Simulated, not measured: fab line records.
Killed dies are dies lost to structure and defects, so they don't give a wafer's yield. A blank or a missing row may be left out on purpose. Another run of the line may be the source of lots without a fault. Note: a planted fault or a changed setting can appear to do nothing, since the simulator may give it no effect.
Matching of chambers :: flow nandHarc :: NHARC_A_M1_DESCUM_14 on rieDiel-05: 4 sister chambers
The step chemistry O2, time 3 s. 16 wafers are shown with their chamber, then 8 later ones without.

## WAFERS PAIRED WITH THEIR CHAMBERS
wafer: L469.1
chamber: 2
drypumpMotorCurrentA (A): 5.83
oesProductAu (a.u.): 1.025
rfVppV (V): 57.5

wafer: L469.3
chamber: 1
drypumpMotorCurrentA (A): 6.01
oesProductAu (a.u.): 1.000
rfVppV (V): 59.5

wafer: L469.5
chamber: 2
drypumpMotorCurrentA (A): 5.82
oesProductAu (a.u.): 1.021
rfVppV (V): 58.1

wafer: L471.1
chamber: 2
drypumpMotorCurrentA (A): 5.82
oesProductAu (a.u.): 1.008
rfVppV (V): 57.6

wafer: L471.3
chamber: 1
drypumpMotorCurrentA (A): 6.03
oesProductAu (a.u.): 1.007
rfVppV (V): 57.1

wafer: L471.4
chamber: 0
drypumpMotorCurrentA (A): 5.96
oesProductAu (a.u.): 1.008
rfVppV (V): 58.0

wafer: L475.1
chamber: 0
drypumpMotorCurrentA (A): 5.98
oesProductAu (a.u.): 0.992
rfVppV (V): 57.7

wafer: L475.4
chamber: 3
drypumpMotorCurrentA (A): 5.79
oesProductAu (a.u.): 0.991
rfVppV (V): 59.0

wafer: L475.5
chamber: 0
drypumpMotorCurrentA (A): 5.95
oesProductAu (a.u.): 0.995
rfVppV (V): 56.6

wafer: L473.2
chamber: 0
drypumpMotorCurrentA (A): 6.03
oesProductAu (a.u.): 0.984
rfVppV (V): 56.9

wafer: L473.4
chamber: 1
drypumpMotorCurrentA (A): 6.02
oesProductAu (a.u.): 0.971
rfVppV (V): 57.9

wafer: L473.6
chamber: 0
drypumpMotorCurrentA (A): 5.99
oesProductAu (a.u.): 0.985
rfVppV (V): 58.6

wafer: L474.3
chamber: 3
drypumpMotorCurrentA (A): 5.79
oesProductAu (a.u.): 1.002
rfVppV (V): 59.6

wafer: L474.5
chamber: 3
drypumpMotorCurrentA (A): 5.79
oesProductAu (a.u.): 1.007
rfVppV (V): 57.9

wafer: L474.6
chamber: 0
drypumpMotorCurrentA (A): 5.99
oesProductAu (a.u.): 0.995
rfVppV (V): 58.0

wafer: L477.1
chamber: 0
drypumpMotorCurrentA (A): 5.99
oesProductAu (a.u.): 0.986
rfVppV (V): 57.1

SIGNATURES (averages over the wafers above)
reading: drypumpMotorCurrentA
chamber 0: 5.9843
chamber 1: 6.0200
chamber 2: 5.8233
chamber 3: 5.7900
scatter within a chamber: 0.0188

reading: oesProductAu
chamber 0: 0.99214
chamber 1: 0.99267
chamber 2: 1.01800
chamber 3: 1.00000
scatter within a chamber: 0.011

reading: rfVppV
chamber 0: 57.557
chamber 1: 58.167
chamber 2: 57.733
chamber 3: 58.833
scatter within a chamber: 0.803
Rule: for each reading, subtract the chamber's mean from the wafer's reading, divide by that reading's scatter and square the result; add these up over the readings and take the root, which gives the wafer's distance from the chamber. If the next closest chamber is less than 2 further off than the closest, the wafer can't be placed; otherwise it belongs to the closest. The scatter is the square root of a quotient: the sum, over the shown wafers, of each reading's squared deviation from its chamber's mean, divided by wafers minus chambers.

## WAFERS WITH NO CHAMBER GIVEN
wafer: L477.4
drypumpMotorCurrentA (A): 5.77
oesProductAu (a.u.): 1.011
rfVppV (V): 56.5

wafer: L477.5
drypumpMotorCurrentA (A): 5.77
oesProductAu (a.u.): 1.010
rfVppV (V): 56.8

wafer: L480.2
drypumpMotorCurrentA (A): 5.79
oesProductAu (a.u.): 1.008
rfVppV (V): 58.7

wafer: L480.3
drypumpMotorCurrentA (A): 6.02
oesProductAu (a.u.): 0.957
rfVppV (V): 58.1

wafer: L480.6
drypumpMotorCurrentA (A): 5.83
oesProductAu (a.u.): 1.023
rfVppV (V): 58.3

wafer: L487.4
drypumpMotorCurrentA (A): 5.82
oesProductAu (a.u.): 1.032
rfVppV (V): 59.1

wafer: L487.5
drypumpMotorCurrentA (A): 6.02
oesProductAu (a.u.): 0.982
rfVppV (V): 58.5

wafer: L487.6
drypumpMotorCurrentA (A): 5.83
oesProductAu (a.u.): 1.027
rfVppV (V): 58.9

## WHICH CHAMBER EACH ONE RAN IN
wafer: L477.4
from the rows above: can't be placed: 3 or 2
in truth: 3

wafer: L477.5
from the rows above: can't be placed: 3 or 2
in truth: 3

wafer: L480.2
from the rows above: can't be placed: 3 or 2
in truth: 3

wafer: L480.3
from the rows above: can't be placed: 1 or 0
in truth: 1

wafer: L480.6
from the rows above: 2
in truth: 2

wafer: L487.4
from the rows above: can't be placed: 2 or 3
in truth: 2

wafer: L487.5
from the rows above: can't be placed: 1 or 0
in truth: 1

wafer: L487.6
from the rows above: can't be placed: 2 or 3
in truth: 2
Placed correctly: 1 of 8. Unplaceable from these rows: 7, with the true chamber sitting among the candidates in 7. 0 placed wrongly.
